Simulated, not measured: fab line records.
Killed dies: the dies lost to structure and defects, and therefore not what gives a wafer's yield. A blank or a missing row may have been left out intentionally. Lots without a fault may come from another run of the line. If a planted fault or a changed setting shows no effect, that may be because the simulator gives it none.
A struck lot beside a sound one / flow nandHarc / 14 out of 1302 route steps
Sound: the wafers L217.1, L217.3, L217.6. Wafers struck: L225.3, L225.5, L225.6. At the end, the cause is stated.
Order at every step that has rows: each side's tool, ch and its chambers, its first start. Under that, the readings that differ: sound wafers / struck wafers / difference of the means / sigmas: that difference in standard deviations of wafers without a fault.
alike: same words and numbers on both sides, and readings whose means sit less than 2 such deviations apart. not compared: any withheld reading, any reading some wafer has no value for, any bound like >300 that may hide the same value, and any number with overlapping values for which the record gives no deviation.
Wherever a step has rows on one side only, a row that says differs or no value, or a row with sigmas, the two part there. When numbers do not overlap yet have no deviation, they are printed without sigmas and do not part them. A reading missing from all wafers of one side parts the sides only when that side holds two or more wafers.

NHARC_A_CHANNEL_HOLE_D2_STRIP_28: strips in O2.
  sound on rieDiel-07 ch 1,2; struck on rieDiel-10 ch 0,3
  alike: drypumpMotorCurrentA, mfcArSccm, oesProductAu, rfVppV, showerheadPlenumPTorr, throttleValvePct
  not compared: rfHoursCounterH
then, 2 steps without rows for these wafers: NHARC_A_CHANNEL_HOLE_D2_PRECLEAN_29 (cleans in SC1); NHARC_A_CHANNEL_HOLE_D2_SRD_30.
NHARC_A_CHANNEL_HOLE_D2_CD_MEAS_31:
  sound on cdSem-01, day 18 04:10; struck on cdSem-01, day 21 16:12
  alike: cdNm
NHARC_A_CHANNEL_HOLE_D2_XSEM_32:
  sound on xsem-01 ch 0, day 18 04:15; struck on xsem-02 ch 0, day 21 16:18
  alike: botCdNm, bowNm, tiltDeg
NHARC_A_CHANNEL_HOLE_D2_INSPECT_40:
  sound on defectInspect-01, day 18 04:21; struck on defectInspect-01, day 21 16:23
  alike: rawDefectCount
then, 3 steps without rows for these wafers: NHARC_A_CHANNEL_FILL_D2_PRECLEAN_00 (cleans in SC1); NHARC_A_CHANNEL_FILL_D2_SRD_01; NHARC_A_CHANNEL_FILL_D2_ALD_02 (deposits SiO2, target thk 6 nm, pulse time 10 s, ald cycles 60).
NHARC_A_CHANNEL_FILL_D2_ALD_03: deposits SiNx, target thk 6 nm, pulse time 60 s, ald cycles 58.
  sound on aldSinBatch-02 ch 0; struck on aldSinBatch-01 ch 0
  alike: aldCycles, precursorPulseHeightRel
NHARC_A_CHANNEL_FILL_D2_ALD_14: deposits SiO2, target thk 2.5 nm, pulse time 10 s, ald cycles 25.
  sound on aldHk-02 ch 1,2,3, day 18 11:37; struck on aldHk-01 ch 1,2,3, day 21 23:43
  alike: aldCycles, heaterPowerW, precursorPulseHeightRel
NHARC_A_CHANNEL_FILL_D2_ALD_15: deposits SiNx, target thk 2 nm, pulse time 60 s, ald cycles 19.
  sound on aldSinBatch-02 ch 0; struck on aldSinBatch-02 ch 0
  alike: aldCycles, precursorPulseHeightRel
NHARC_A_CHANNEL_FILL_D2_ALD_16: deposits SiO2, target thk 1.5 nm, pulse time 10 s, ald cycles 15.
  sound on aldHk-02 ch 0,2,3, day 18 17:17; struck on aldHk-02 ch 0,1,2, day 22 04:52
reading=aldCycles; sound=15 15 15; struck=13 13 13; difference=-2; sigmas=
  alike: heaterPowerW, precursorPulseHeightRel
then, 1 step without rows for these wafers: NHARC_A_CHANNEL_FILL_D2_ANNEAL_17 (time 1800 s).

## WHERE THEY PART
Nowhere in this record.

WHY: whatever the simulator had introduced
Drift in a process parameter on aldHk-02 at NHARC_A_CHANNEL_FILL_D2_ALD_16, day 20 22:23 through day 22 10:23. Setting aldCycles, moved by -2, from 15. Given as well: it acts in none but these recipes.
